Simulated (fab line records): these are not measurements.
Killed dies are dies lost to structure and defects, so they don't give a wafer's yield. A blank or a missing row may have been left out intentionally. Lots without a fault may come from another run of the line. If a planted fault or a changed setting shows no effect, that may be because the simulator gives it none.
8D (eight disciplines) problem report, filled in by code	flow nand-harc	the parts of the form that need people (team, actions taken, sign-off) are left out

## 1. THE PROBLEM
Wafers without a fault read 120.0 nm, standard deviation 0.44; cd-nm at NHARC_P_GATE_CD_MEAS_26 reads a mean of 123.2 nm on 6 wafers belonging to 2 lots. That is +7.2 standard deviations from the usual mean.
The step: target cd 120 nm.
Earliest sighting: wafer L640.1 on cd-sem-01 at day 11 02:00. At this step, 33 wafers from 11 lots have a number in the record. The rule behind "out" and "out of limits": a value lying over 4 standard deviations away from the usual mean. All remaining wafers that have a number are taken as sound.

## 2. WHAT IT IS AND WHAT IT IS NOT
question	is	is not
which readings at this step	cd-nm	-
which lots	L640, L642	L627, L628, L631, L632, L637, L638, L646, L647, L648
which wafers of those lots	all that have a number	-
read on which gauges	cd-sem-01, cd-sem-03	cd-sem-02
when	from day 11 02:00	up to then (18 sound wafers); but 9 sound wafers of L646, L647, L648 came after

## 3. SUSPECTS, AND WHAT RULES EACH OUT
Counting: a tool stays on the suspect list if, at a process step up to the reading, it processed all lots that are out and no sound lot following the first of them.
- the gauge at NHARC_P_GATE_CD_MEAS_26 has been ruled out. Those wafers that are out were read across 2 gauges (cd-sem-01, cd-sem-03).
- litho-track-06 at NHARC_P_GATE_PEB_24 (peb time 65 s): kept. It ran every lot that is out, first L640 (day 11 01:55), and no sound lot after that; its last sound lot up to then is L637 (day 9 16:34). On those wafers its own readings are out: plate-temp-C.
The count leaves litho-track-06 at NHARC_P_GATE_PEB_24.

## 4. THE CAUSE (what the simulator had put in)
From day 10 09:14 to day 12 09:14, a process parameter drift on litho-track-06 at NHARC_P_GATE_PEB_24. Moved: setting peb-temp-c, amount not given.
Only this tool survived the counting.

## 5. THE EFFECT CHAIN, in route order
Each row: a reading whose mean over the struck wafers that have a number lies more than 3 standard deviations from the usual. Scope: only readings with a usual standard deviation given in the record; hours: median across lots of the time from each lot's start at the first step in this table that gives one to its start at this step; sigmas: change in usual standard deviations.
hours	step	reading	usual	on struck wafers	change	sigmas
0	NHARC_P_GATE_PEB_24	heater-power-total-W	156.6 W	154.9	-1.7	-3.8
0	NHARC_P_GATE_PEB_24	plate-temp-C	100.02 C	99.15	-0.87	-6.2
0	NHARC_P_GATE_CD_MEAS_26	cd-nm	120.0 nm	123.2	+3.2	+7.2
It contains these process steps:
- NHARC_P_GATE_PEB_24: peb time 65 s.

## 6. WHAT WOULD HAVE CAUGHT IT SOONER
The first out-of-limits reading at a measuring or inspecting step in this record came at day 11 02:00, 17 hours after the fault's start at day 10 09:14.
Tool's own readings at NHARC_P_GATE_PEB_24, plate-temp-C: out on all struck wafers the step has rows for; an alarm limit on them would have tripped on the first.
Of the lots that are out (2), L642 began NHARC_P_GATE_PEB_24 on litho-track-06 after day 11 02:00. It would have been spared by a hold on the tool at that moment.
